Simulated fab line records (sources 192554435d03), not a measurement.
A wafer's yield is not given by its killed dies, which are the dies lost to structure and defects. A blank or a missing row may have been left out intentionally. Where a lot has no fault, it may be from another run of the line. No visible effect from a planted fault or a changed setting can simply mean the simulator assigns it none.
fab line records	flow n5_finfet
[record] lots = 6	wafers = 18	last_day = 17
route steps=1938 shown BEOL_M1@814 BEOL_M4@1111 PASSIVATION@1936
lots untouched by any fault: they come from a run of this same line in which no faults occurred
start_h: start of the lot's first displayed wafer, in hours after the record's first day	wait_h: hours elapsed since this lot's preceding step	" as in the row above	L1.1+2: a single row standing in for several wafers	- either no value or no given start	* or withheld: withheld	< > ~ a bound
route shown NAME@n: NAME is a module with steps in the file, n the number in the route of the first one	usual: mean/standard deviation of fault-free wafers	same: alike in all rows	chamber/n: place in a boat	sites: the reading at each site	_std_site: the standard deviation of these	_edge_site: mean of outer sites minus mean of inner sites	radius_mm: how far each site lies from the wafer's centre	mask NAME#n: copy n	behind: the tool/chamber that last shaped the wafer	hold: why the lot went on hold/how many hours it stayed there/how the hold came to an end	device: whichever transistor did not switch (one of n, p or np)	end of line: tests run on the same wafers once the route is complete	step lacking rows: just its recipe	killed: not the wafer's yield, but the dies lost to structure and defects at the first sort	map: dies across one wafer; x = killed, . = not, _ = none there
set.NAME: the run value of the setting; set.NAME@STEP: its run value at that earlier step	model.NAME: the simulator's own value behind a step, which no gauge read
lots seen at some steps along the route; tables by step, rows by wafer
services: the hour from which a tool's chamber was out of use, counted from the record's first day as start_h (under 0 if before that day), plus the number of hours and why
[[steps]]
[step N5_BEOL_M1_SPUTTER_48]
[recipe] material = Cu	target_thk_a = 45	temp_c = -20	chamber_pressure_pa = 0.07	power_w = withheld	time_s = 8.29
[step N5_BEOL_M1_ANNEAL_49]
[recipe] temp_c = 400	time_s = 240	ambient = vacuum
[step N5_BEOL_M1_SPUTTER_79]
[recipe] material = Cu	target_thk_a = 45	temp_c = -20	chamber_pressure_pa = 0.07	power_w = withheld	time_s = 8.29
[step N5_BEOL_M1_ANNEAL_80]
[recipe] temp_c = 400	time_s = 240	ambient = vacuum
[step N5_BEOL_M1_SPUTTER_81]
[recipe] material = Cu	target_thk_a = 45	temp_c = -20	chamber_pressure_pa = 0.07	power_w = withheld	time_s = 8.29
[usual] chamber_pressure_pa = 0.06999/0.00014	susceptor_temp_C = -20.01/0.11	throttle_valve_pct = 30.7/1.1
lot.wafer	tool	chamber	start_h	wait_h	chamber_pressure_pa	susceptor_temp_C	throttle_valve_pct
L930.2	pvd_sputter-01	-	163.40	0.1	0.07009	-19.90	30.1
L930.5	"	-	"	"	0.06996	-19.96	31.2
L930.6	"	-	"	"	0.07002	-20.18	30.5
L934.1	pvd_sputter-02	-	186.69	0.1	0.07013	-19.92	31.1
L934.3	"	-	"	"	0.0698	-20.05	30.2
L934.6	"	-	"	"	0.06987	-20.00	30.5
L938.1	pvd_sputter-02	-	209.51	0.1	0.06985	-19.97	30.5
L938.2	"	-	"	"	0.06962	-20.04	31.1
L938.3	"	-	"	"	0.07025	-19.90	29.7
L937.2	pvd_sputter-01	-	220.05	0.1	0.06998	-19.89	30.3
L937.5	"	-	"	"	0.07029	-19.96	30.2
L937.6	"	-	"	"	0.06971	-20.14	32.9
L939.1	pvd_sputter-02	-	222.01	0.1	0.07011	-19.87	29.8
L939.2	"	-	"	"	0.0699	-20.25	30.9
L939.4	"	-	"	"	0.07017	-20.06	30.4
L947.2	pvd_sputter-01	-	268.41	0.1	0.06983	-19.96	29.8
L947.4	"	-	"	"	0.07018	-19.93	31.4
L947.6	"	-	"	"	0.0699	-20.02	30.4
[step N5_BEOL_M1_ANNEAL_82]
[recipe] temp_c = 400	time_s = 240	ambient = vacuum
[step N5_BEOL_M1_SPUTTER_86]
[recipe] material = Cu	target_thk_a = 45	temp_c = -20	chamber_pressure_pa = 0.07	power_w = withheld	time_s = 8.29
[step N5_BEOL_M1_ANNEAL_87]
[recipe] temp_c = 400	time_s = 240	ambient = vacuum
[usual] heater_power_w = 862/52	susceptor_temp_C = 400.00/0.19	susceptor_temp_C_max = 400.9/0.35
lot.wafer	tool	chamber	start_h	wait_h	heater_power_w	susceptor_temp_C	susceptor_temp_C_max
L930.2	pvd_sputter-01	-	163.70	0.0	908	399.88	400.9
L930.5	"	-	"	"	802	400.07	401.8
L930.6	"	-	"	"	807	400.05	401.2
L934.1	pvd_sputter-02	-	186.99	0.0	874	400.40	401.1
L934.3	"	-	"	"	866	400.16	401.5
L934.6	"	-	"	"	836	400.16	401.2
L938.1	pvd_sputter-02	-	209.81	0.0	847	399.66	400.4
L938.2	"	-	"	"	877	400.36	401.1
L938.3	"	-	"	"	942	400.25	401.2
L937.2	pvd_sputter-01	-	220.35	0.0	822	399.96	401.2
L937.5	"	-	"	"	888	400.03	400.8
L937.6	"	-	"	"	822	400.14	400.7
L939.1	pvd_sputter-02	-	222.31	0.0	939	400.20	401.3
L939.2	"	-	"	"	881	400.09	400.9
L939.4	"	-	"	"	865	400.16	400.7
L947.2	pvd_sputter-01	-	268.71	0.0	899	399.50	400.3
L947.4	"	-	"	"	806	400.00	401.1
L947.6	"	-	"	"	820	400.17	401.6
[step N5_BEOL_M1_SPUTTER_88]
[recipe] material = Cu	target_thk_a = 45	temp_c = -20	chamber_pressure_pa = 0.07	power_w = withheld	time_s = 8.29
[usual] chamber_pressure_pa = 0.07002/0.00014	susceptor_temp_C = -20.01/0.11	throttle_valve_pct = 30.7/1
lot.wafer	tool	chamber	start_h	wait_h	chamber_pressure_pa	susceptor_temp_C	throttle_valve_pct
L930.2	pvd_sputter-01	-	163.84	0.1	0.0698	-20.09	30.0
L930.5	"	-	"	"	0.06999	-20.09	31.3
L930.6	"	-	"	"	0.07008	-19.87	30.5
L934.1	pvd_sputter-02	-	187.13	0.1	0.07006	-19.83	31.1
L934.3	"	-	"	"	0.06998	-20.12	30.3
L934.6	"	-	"	"	0.0698	-20.18	30.6
L938.1	pvd_sputter-02	-	209.95	0.1	0.07003	-19.93	30.5
L938.2	"	-	"	"	0.07012	-19.91	31.1
L938.3	"	-	"	"	0.07002	-20.12	29.8
L937.2	pvd_sputter-01	-	220.49	0.1	0.07001	-20.09	30.4
L937.5	"	-	"	"	0.07019	-19.80	30.3
L937.6	"	-	"	"	0.07011	-19.78	33.0
L939.1	pvd_sputter-02	-	222.45	0.1	0.07018	-19.81	29.8
L939.2	"	-	"	"	0.06999	-19.97	31.0
L939.4	"	-	"	"	0.06977	-20.01	30.5
L947.2	pvd_sputter-01	-	268.85	0.1	0.0699	-20.14	30.2
L947.4	"	-	"	"	0.07016	-19.93	31.4
L947.6	"	-	"	"	0.07011	-20.16	30.3
[step N5_BEOL_M1_ANNEAL_89]
[recipe] temp_c = 400	time_s = 240	ambient = vacuum
[usual] heater_power_w = 861/52	susceptor_temp_C = 400.01/0.21	susceptor_temp_C_max = 400.9/0.35
lot.wafer	tool	chamber	start_h	wait_h	heater_power_w	susceptor_temp_C	susceptor_temp_C_max
L930.2	pvd_sputter-01	-	163.92	0.0	912	399.76	400.6
L930.5	"	-	"	"	819	400.13	401.3
L930.6	"	-	"	"	814	399.92	401.0
L934.1	pvd_sputter-02	-	187.21	0.0	882	400.62	401.3
L934.3	"	-	"	"	890	399.91	401.1
L934.6	"	-	"	"	844	399.99	400.7
L938.1	pvd_sputter-02	-	210.03	0.0	861	400.20	400.9
L938.2	"	-	"	"	876	399.99	400.6
L938.3	"	-	"	"	945	399.63	400.3
L937.2	pvd_sputter-01	-	220.57	0.0	787	399.86	401.0
L937.5	"	-	"	"	885	399.93	400.7
L937.6	"	-	"	"	855	400.16	400.9
L939.1	pvd_sputter-02	-	222.53	0.0	962	400.41	401.2
L939.2	"	-	"	"	886	400.00	400.8
L939.4	"	-	"	"	835	399.88	400.5
L947.2	pvd_sputter-01	-	268.93	0.0	884	399.99	400.9
L947.4	"	-	"	"	822	400.22	401.4
L947.6	"	-	"	"	785	400.13	401.1
[step N5_BEOL_M1_SPUTTER_90]
[recipe] material = Cu	target_thk_a = 45	temp_c = -20	chamber_pressure_pa = 0.07	power_w = withheld	time_s = 8.29
[step N5_BEOL_M1_ANNEAL_91]
[recipe] temp_c = 400	time_s = 240	ambient = vacuum
[usual] heater_power_w = 862/52	susceptor_temp_C = 400.00/0.21	susceptor_temp_C_max = 400.9/0.31
lot.wafer	tool	chamber	start_h	wait_h	heater_power_w	susceptor_temp_C	susceptor_temp_C_max
L930.2	pvd_sputter-01	-	164.14	0.0	895	400.12	400.9
L930.5	"	-	"	"	807	399.97	401.2
L930.6	"	-	"	"	807	399.81	401.1
L934.1	pvd_sputter-02	-	187.43	0.0	864	399.63	400.4
L934.3	"	-	"	"	889	399.79	401.4
L934.6	"	-	"	"	867	400.11	400.9
L938.1	pvd_sputter-02	-	210.25	0.0	875	399.91	400.9
L938.2	"	-	"	"	888	399.92	400.6
L938.3	"	-	"	"	938	399.84	400.6
L937.2	pvd_sputter-01	-	220.79	0.0	785	399.53	400.5
L937.5	"	-	"	"	899	399.97	400.7
L937.6	"	-	"	"	848	400.03	400.7
L939.1	pvd_sputter-02	-	222.75	0.0	955	400.25	401.0
L939.2	"	-	"	"	876	399.81	400.4
L939.4	"	-	"	"	857	400.34	401.0
L947.2	pvd_sputter-01	-	269.15	0.0	897	400.40	401.3
L947.4	"	-	"	"	796	400.01	401.2
L947.6	"	-	"	"	789	400.63	401.3
[step N5_BEOL_M1_SPUTTER_92]
[recipe] material = Cu	target_thk_a = 45	temp_c = -20	chamber_pressure_pa = 0.07	power_w = withheld	time_s = 8.29
[usual] chamber_pressure_pa = 0.07/0.00015	susceptor_temp_C = -19.99/0.11	throttle_valve_pct = 30.7/1
lot.wafer	tool	chamber	start_h	wait_h	chamber_pressure_pa	susceptor_temp_C	throttle_valve_pct
L930.2	pvd_sputter-01	-	164.28	0.1	0.06991	-19.92	29.9
L930.5	"	-	"	"	0.07022	-20.11	31.2
L930.6	"	-	"	"	0.0703	-20.18	30.4
L934.1	pvd_sputter-02	-	187.57	0.1	0.06995	-20.07	31.0
L934.3	"	-	"	"	0.07008	-19.90	30.4
L934.6	"	-	"	"	0.06995	-19.88	30.3
L938.1	pvd_sputter-02	-	210.39	0.1	0.06999	-20.04	30.3
L938.2	"	-	"	"	0.07027	-19.96	31.0
L938.3	"	-	"	"	0.084	-20.04	27.0
L937.2	pvd_sputter-01	-	220.93	0.1	0.06997	-19.95	30.3
L937.5	"	-	"	"	0.06999	-20.14	30.1
L937.6	"	-	"	"	0.07011	-20.00	32.5
L939.1	pvd_sputter-02	-	222.89	0.1	0.08394	-20.16	27.1
L939.2	"	-	"	"	0.07008	-19.81	30.8
L939.4	"	-	"	"	0.07	-19.91	30.8
L947.2	pvd_sputter-01	-	269.29	0.1	0.06985	-20.00	30.0
L947.4	"	-	"	"	0.07011	-20.07	31.4
L947.6	"	-	"	"	0.07017	-20.17	30.3
[step N5_BEOL_M1_ANNEAL_93]
[recipe] temp_c = 400	time_s = 240	ambient = vacuum
[step N5_BEOL_M4_RC_MEAS_101]
[usual] DIBL_N = 35.9/1.9	DIBL_P = 35.8/2.4	IOFF_N = 0.15/0.031	IOFF_P = 0.21/0.037	ION_N = 672/13	ION_P = 462/8.3	SS_N = 71.5/0.72	SS_P = 73.2/0.67	VT_N = 250/3.4	VT_P = -250/3.4
lot.wafer	tool	chamber	start_h	wait_h	DIBL_N[mV/V]	DIBL_P[mV/V]	IOFF_N[nA/um]	IOFF_P[nA/um]	ION_N[uA/um]	ION_P[uA/um]	SS_N[mV/dec]	SS_P[mV/dec]	VT_N[mV]	VT_P[mV]
L930.2	prober-01	0	203.27	0.2	34.0	35.1	0.14	0.18	661	452	71.2	73.4	248	-252
L930.5	"	0	"	"	31.8	31.8	0.11	0.14	660	452	70.7	72.2	254	-253
L930.6	"	0	"	"	35.0	36.4	0.17	0.20	681	467	71.4	73.0	245	-251
L934.1	prober-02	0	220.45	0.0	37.5	36.5	0.15	0.21	667	460	71.7	73.7	253	-251
L934.3	"	0	"	"	34.5	33.5	0.11	0.18	659	462	70.8	72.1	256	-251
L934.6	"	0	"	"	36.7	35.5	0.14	0.20	666	460	71.6	72.9	251	-251
L938.1	prober-01	0	244.71	0.0	34.5	33.8	0.13	0.18	654	449	71.2	72.0	254	-251
L938.2	"	0	"	"	32.3	32.7	0.11	0.17	660	460	70.3	72.0	251	-250
L938.3	"	0	"	"	33.7	35.3	0.13	0.20	675	468	71.3	72.5	248	-248
L937.2	prober-01	0	253.21	0.2	36.7	37.0	0.17	0.26	680	473	72.0	73.4	249	-245
L937.5	"	0	"	"	36.3	35.2	0.16	0.22	688	470	72.1	72.8	248	-249
L937.6	"	0	"	"	34.6	34.0	0.13	0.21	669	465	70.4	73.2	251	-246
L939.1	prober-01	0	261.27	0.0	34.7	34.6	0.13	0.17	683	461	71.6	72.8	251	-254
L939.2	"	0	"	"	35.5	34.5	0.13	0.17	672	453	71.2	72.5	253	-254
L939.4	"	0	"	"	35.3	35.2	0.12	0.18	668	458	71.0	73.2	254	-255
L947.2	prober-01	0	310.18	0.2	36.0	36.0	0.15	0.20	682	470	71.4	74.1	248	-252
L947.4	"	0	"	"	35.6	35.8	0.14	0.19	671	460	71.7	73.4	251	-253
L947.6	"	0	"	"	37.9	39.3	0.19	0.25	694	471	72.8	74.7	248	-248
[step N5_PASSIVATION_PROBE_49]
[usual] defect_limited_yield = 91.6/1.2	killed_at_M0_to_M3 = 33/9.4	killed_at_M4_up = 13/5.2	killed_at_contacts = 13/5.6	killed_at_front_end = 37/9.5	killed_at_other = 4/3.1	killed_dies = 99/15	killed_open = 65/11	killed_short = 32/7.5	sort_bin_5_function = 4.9/0.77	sort_bin_6_memory = 3.1/0.65	sort_bin_8_speed = 0.01/0.056	sort_n_pass = 1081/15	sort_yield_pct = 91.6/1.2
[same] gross_dies = 1180	killed_at_back_side = 0	sort_bin_4_leakage[%] = 0
lot.wafer	tool	chamber	start_h	wait_h	defect_limited_yield[%]	killed_at_M0_to_M3	killed_at_M4_up	killed_at_contacts	killed_at_front_end	killed_at_other	killed_dies	killed_open	killed_short	sort_bin_5_function[%]	sort_bin_6_memory[%]	sort_bin_8_speed[%]	sort_n_pass	sort_yield_pct[%]
L937.6	prober-01	-	368.45	0.3	88.5	54	19	19	43	1	136	106	30	6.5	4.6	0	1044	88.5
// killed by level:class
L937.6 BEOL_M0_SAQP:geometric_particle:open=18 STI_FIN_REVEAL:geometric_particle:open=16 MOL_CONTACT_COAG:geometric_particle:open=15 FIN_SAQP:geometric_particle:open=11 BEOL_M2:geometric_particle:open=10 BEOL_M0_SAQP:geometric_particle:short=10 STARTING-WAFER:geometric_particle:open=6 BEOL_M1:geometric_particle:open=5
[[services]]
tool	chamber	start_h	hours	kind
pvd_sputter-02	-	238.19	1.5	repair
[[key]]
[first_sign] step = N5_BEOL_M1_SPUTTER_92	reading = chamber_pressure_pa	direction = up	sigmas = 96	usual = 0.07	struck = 0.08397
[effect] step = N5_BEOL_M1_SPUTTER_92	reading = throttle_valve_pct	direction = down	sigmas = 3.5	usual = *	struck = *
met_at N5_BEOL_M1_SPUTTER_92
struck_wafers L938.3,L939.1
[fault] kind = process_parameter_drift	tool = pvd_sputter-02	chamber = -	onset_h = 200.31	steps = N5_BEOL_M1_SPUTTER_92	channel = chamber_pressure_pa	offset = 0.013957	shape = step	end_h = 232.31	acts_in = these_recipes_only	stated = 0.07	scope = struck_wafers_only
